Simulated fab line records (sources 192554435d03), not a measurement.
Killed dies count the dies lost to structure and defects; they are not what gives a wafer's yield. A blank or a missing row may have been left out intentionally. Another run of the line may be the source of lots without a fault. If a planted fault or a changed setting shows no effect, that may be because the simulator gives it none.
Which tool is to blame? + flow n5_finfet + 24 lots, 72 wafers sampled, at 3 steps of a route of 1938

== WHAT EACH GAUGE READ, for each wafer ==
N5_BEOL_M3_CD_MEAS_18: pitch 36 nm, target cd 18 nm.
| lot  | measured     | on        | cd_nm (nm)     |
|------|--------------|-----------|----------------|
| L074 | day 8 04:28  | cd_sem-03 | 18.2 18.5 18.4 |
| L075 | day 8 04:36  | cd_sem-02 | 18.4 17.9 18.4 |
| L076 | day 8 07:34  | cd_sem-01 | 17.7 17.9 18.5 |
| L077 | day 8 11:09  | cd_sem-03 | 18.2 17.8 17.2 |
| L078 | day 8 16:09  | cd_sem-02 | 17.9 18.0 18.0 |
| L079 | day 8 16:48  | cd_sem-02 | 18.1 17.5 17.9 |
| L080 | day 8 16:57  | cd_sem-03 | 18.1 17.5 17.9 |
| L081 | day 8 19:46  | cd_sem-01 | 18.1 18.2 18.3 |
| L082 | day 8 20:39  | cd_sem-03 | 18.1 18.4 17.9 |
| L083 | day 9 03:58  | cd_sem-02 | 18.0 18.2 18.1 |
| L085 | day 10 14:08 | cd_sem-03 | 18.8 18.6 18.1 |
| L084 | day 10 17:19 | cd_sem-02 | 17.6 17.9 18.4 |
| L086 | day 10 18:52 | cd_sem-01 | 17.2 18.0 18.4 |
| L087 | day 10 22:31 | cd_sem-03 | 18.3 18.3 18.2 |
| L088 | day 10 22:43 | cd_sem-03 | 18.1 18.0 17.9 |
| L089 | day 11 01:48 | cd_sem-01 | 17.5 17.6 18.4 |
| L091 | day 11 07:35 | cd_sem-01 | 17.7 17.8 18.0 |
| L090 | day 11 07:44 | cd_sem-01 | 17.5 18.6 18.5 |
| L093 | day 11 16:21 | cd_sem-03 | 17.9 17.6 18.3 |
| L092 | day 11 16:42 | cd_sem-01 | 18.4 18.6 18.0 |
| L094 | day 12 16:37 | cd_sem-02 | 18.1 18.7 18.2 |
| L095 | day 13 01:30 | cd_sem-02 | 17.6 18.4 17.8 |
| L097 | day 13 05:52 | cd_sem-03 | 18.1 18.4 18.2 |
| L096 | day 13 14:27 | cd_sem-03 | 18.4 17.8 17.5 |

N5_BEOL_M3_INSPECT_30: inspects for defects (brightfield).
| lot  | measured     | on                | raw_defect_count |
|------|--------------|-------------------|------------------|
| L074 | day 8 04:59  | defect_inspect-01 | 484 430 323      |
| L075 | day 8 05:11  | defect_inspect-01 | 398 452 451      |
| L076 | day 8 08:05  | defect_inspect-02 | 348 323 338      |
| L077 | day 8 11:41  | defect_inspect-01 | 357 406 464      |
| L078 | day 8 16:34  | defect_inspect-01 | 482 430 412      |
| L079 | day 8 17:13  | defect_inspect-02 | 493 408 404      |
| L080 | day 8 17:29  | defect_inspect-02 | 393 719 434      |
| L081 | day 8 20:10  | defect_inspect-01 | 343 331 317      |
| L082 | day 8 21:14  | defect_inspect-02 | 394 450 295      |
| L083 | day 9 04:29  | defect_inspect-01 | 236 436 309      |
| L085 | day 10 14:40 | defect_inspect-02 | 262 188 364      |
| L084 | day 10 17:51 | defect_inspect-02 | 483 562 555      |
| L086 | day 10 19:17 | defect_inspect-01 | 452 630 484      |
| L087 | day 10 22:56 | defect_inspect-02 | 286 319 337      |
| L088 | day 10 23:16 | defect_inspect-01 | 393 297 445      |
| L089 | day 11 02:20 | defect_inspect-02 | 407 470 392      |
| L091 | day 11 08:00 | defect_inspect-02 | 310 418 368      |
| L090 | day 11 08:09 | defect_inspect-02 | 579 477 420      |
| L093 | day 11 16:53 | defect_inspect-01 | 301 374 396      |
| L092 | day 11 17:14 | defect_inspect-01 | 380 399 422      |
| L094 | day 12 17:02 | defect_inspect-01 | 582 591 405      |
| L095 | day 13 01:55 | defect_inspect-02 | 444 418 530      |
| L097 | day 13 06:17 | defect_inspect-01 | 405 345 388      |
| L096 | day 13 14:52 | defect_inspect-02 | 526 453 493      |

== TOOL THAT RAN EACH LOT (tool first, then ch and the chambers of the sampled wafers, then the start) ==
| lot  | N5_BEOL_M3_STRIP_19                |
|------|------------------------------------|
| L074 | rie_diel-02 ch 0,2, day 8 04:23    |
| L075 | rie_diel-03 ch 1,2, day 8 04:32    |
| L076 | rie_diel-04 ch 0,1, day 8 07:29    |
| L077 | rie_diel-03 ch 0,1,3, day 8 11:05  |
| L078 | rie_diel-02 ch 1,3, day 8 16:05    |
| L079 | rie_diel-03 ch 0,2,3, day 8 16:44  |
| L080 | rie_diel-03 ch 1,3, day 8 16:53    |
| L081 | rie_diel-02 ch 0,1,3, day 8 19:41  |
| L082 | rie_diel-03 ch 0,1, day 8 20:35    |
| L083 | rie_diel-02 ch 0,2,3, day 9 03:53  |
| L085 | rie_diel-04 ch 1,2,3, day 10 14:04 |
| L084 | rie_diel-03 ch 1,2,3, day 10 17:14 |
| L086 | rie_diel-02 ch 1,3, day 10 18:48   |
| L087 | rie_diel-02 ch 0,1,3, day 10 22:27 |
| L088 | rie_diel-04 ch 0,2,3, day 10 22:39 |
| L089 | rie_diel-03 ch 1,2,3, day 11 01:44 |
| L091 | rie_diel-03 ch 0,2,3, day 11 07:31 |
| L090 | rie_diel-04 ch 0,2,3, day 11 07:40 |
| L093 | rie_diel-02 ch 1,2,3, day 11 16:16 |
| L092 | rie_diel-02 ch 0,1,3, day 11 16:38 |
| L094 | rie_diel-04 ch 0,1, day 12 16:33   |
| L095 | rie_diel-02 ch 0,1, day 13 01:26   |
| L097 | rie_diel-04 ch 0,3, day 13 05:47   |
| L096 | rie_diel-03 ch 0,1, day 13 14:23   |
- N5_BEOL_M3_STRIP_19: strips in O2.

== AS READ BY THE TOOLS THEMSELVES (means over the sampled wafers that have a number; for cases with no such wafer, the mark the record gives instead) ==
N5_BEOL_M3_STRIP_19.
| lot  | tool        | drypump_motor_current_A (A) | oes_product_au (a.u.) | rf_vpp_V (V) | showerhead_plenum_p_Torr (Torr) | throttle_valve_pct (%) |
|------|-------------|-----------------------------|-----------------------|--------------|---------------------------------|------------------------|
| L074 | rie_diel-02 | 5.5                         | 0.72                  | 3.6          | 2.02                            | 16.63                  |
| L075 | rie_diel-03 | 5.8                         | 0.90                  | 3.6          | 2.13                            | 16.56                  |
| L076 | rie_diel-04 | 6.3                         | 0.79                  | 4.1          | 1.99                            | 16.65                  |
| L077 | rie_diel-03 | 5.8                         | 0.84                  | 3.9          | 2.15                            | 16.77                  |
| L078 | rie_diel-02 | 5.3                         | 0.85                  | 3.4          | 2.07                            | 16.45                  |
| L079 | rie_diel-03 | 5.8                         | 0.78                  | 3.5          | 2.14                            | 16.84                  |
| L080 | rie_diel-03 | 6.1                         | 0.87                  | 3.7          | 2.18                            | 16.61                  |
| L081 | rie_diel-02 | 5.2                         | 0.80                  | 4.4          | 2.03                            | 16.62                  |
| L082 | rie_diel-03 | 5.5                         | 0.79                  | 3.5          | 2.12                            | 16.93                  |
| L083 | rie_diel-02 | 5.4                         | 0.72                  | 4.0          | 2.03                            | 16.73                  |
| L085 | rie_diel-04 | 5.9                         | 0.88                  | 3.5          | 2.11                            | 16.56                  |
| L084 | rie_diel-03 | 5.9                         | 0.85                  | 3.8          | 2.15                            | 16.62                  |
| L086 | rie_diel-02 | 5.3                         | 0.78                  | 3.2          | 2.08                            | 16.64                  |
| L087 | rie_diel-02 | 5.2                         | 0.79                  | 3.9          | 2.03                            | 16.64                  |
| L088 | rie_diel-04 | 6.0                         | 0.87                  | 3.8          | 2.06                            | 16.66                  |
| L089 | rie_diel-03 | 5.9                         | 0.84                  | 3.4          | 2.15                            | 16.62                  |
| L091 | rie_diel-03 | 5.8                         | 0.77                  | 4.2          | 2.14                            | 16.87                  |
| L090 | rie_diel-04 | 5.9                         | 0.86                  | 3.8          | 2.06                            | 16.67                  |
| L093 | rie_diel-02 | 5.5                         | 0.75                  | 3.3          | 2.06                            | 16.57                  |
| L092 | rie_diel-02 | 5.2                         | 0.78                  | 3.3          | 2.03                            | 16.65                  |
| L094 | rie_diel-04 | 6.3                         | 0.76                  | 3.5          | 1.98                            | 16.71                  |
| L095 | rie_diel-02 | 5.1                         | 0.82                  | 3.1          | 2.00                            | 16.53                  |
| L097 | rie_diel-04 | 6.2                         | 0.83                  | 3.3          | 2.01                            | 16.67                  |
| L096 | rie_diel-03 | 5.5                         | 0.75                  | 3.7          | 2.10                            | 17.00                  |

== THE ANSWER, worked out from the rows above alone ==
Rule: the lots themselves supply what counts as usual. The widest of any qualifying gaps counts: lots, ordered by their means at a reading, are off when they make up no more than a third of the lots, leave a main group of 4 or more, and stand apart from it by 3 or more times the standard deviation of that group's means. The tables above print the reading to a certain number of digits; a main group whose means all agree to those digits is not used. Also off: a lot with no number at a reading for which 4 or more lots have one. Any other lot the step has rows for is counted as sound. Order of review: gauges by route order, followed by the tools' own readings, for which a lot's mean as printed above is used. The first step at which some lot is off is used, and at that step the reading that is off furthest; a lot without a number counts as furthest.
None of the lots is off at any reading shown; this tells nothing.

== WHAT WAS PUT IN BY THE SIMULATOR ==
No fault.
